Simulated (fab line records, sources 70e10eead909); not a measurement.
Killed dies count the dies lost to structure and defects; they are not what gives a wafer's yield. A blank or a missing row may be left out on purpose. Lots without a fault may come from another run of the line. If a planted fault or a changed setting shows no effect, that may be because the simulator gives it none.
Chamber matching | flow nandHarc | NHARC_A_M1_DEP_33 on pecvd-04 has 3 sister chambers
The step deposits SiCN, target thk 30 nm. 3 wafers are shown with their chamber, then 8 later ones without.

WAFERS, EACH WITH ITS CHAMBER
wafer  | chamber | heaterPowerOuterW (W)
L510.5 | 1       | 344
L512.2 | 2       | 304
L513.1 | 0       | 376

WAFERS MISSING THEIR CHAMBER
wafer  | heaterPowerOuterW (W)
L513.2 | 415
L513.3 | 334
L515.1 | 322
L515.4 | 410
L515.6 | 336
L517.2 | 420
L517.3 | 348
L517.5 | 346

THE CHAMBER EACH PASSED THROUGH
wafer  | from the rows above          | in truth
L513.2 | can't be placed: 0 or 1      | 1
L513.3 | can't be placed: 1 or 2 or 0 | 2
L515.1 | can't be placed: 2 or 1 or 0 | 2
L515.4 | can't be placed: 0 or 1      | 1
L515.6 | can't be placed: 1 or 2 or 0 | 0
L517.2 | can't be placed: 0 or 1      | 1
L517.3 | can't be placed: 1 or 0 or 2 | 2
L517.5 | can't be placed: 1 or 0 or 2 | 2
0 of 8 placed correctly. Can't be placed from these rows: 8 (the true chamber is among the candidates in 8). Number placed wrongly: 0.
How it was worked out, from the rows above alone: a wafer's distance from a chamber is the root of the sum, over the readings, of the square of ((its reading less the chamber's mean) divided by the reading's scatter). If the next closest chamber is less than 2 further off than the closest, the wafer can't be placed; otherwise it belongs to the closest. For every chamber, the mean is computed from those of its wafers that are shown. The scatter (one wafer shown for each chamber): square how far every hidden wafer sits from the nearest shown wafer, average those squares and take the square root.
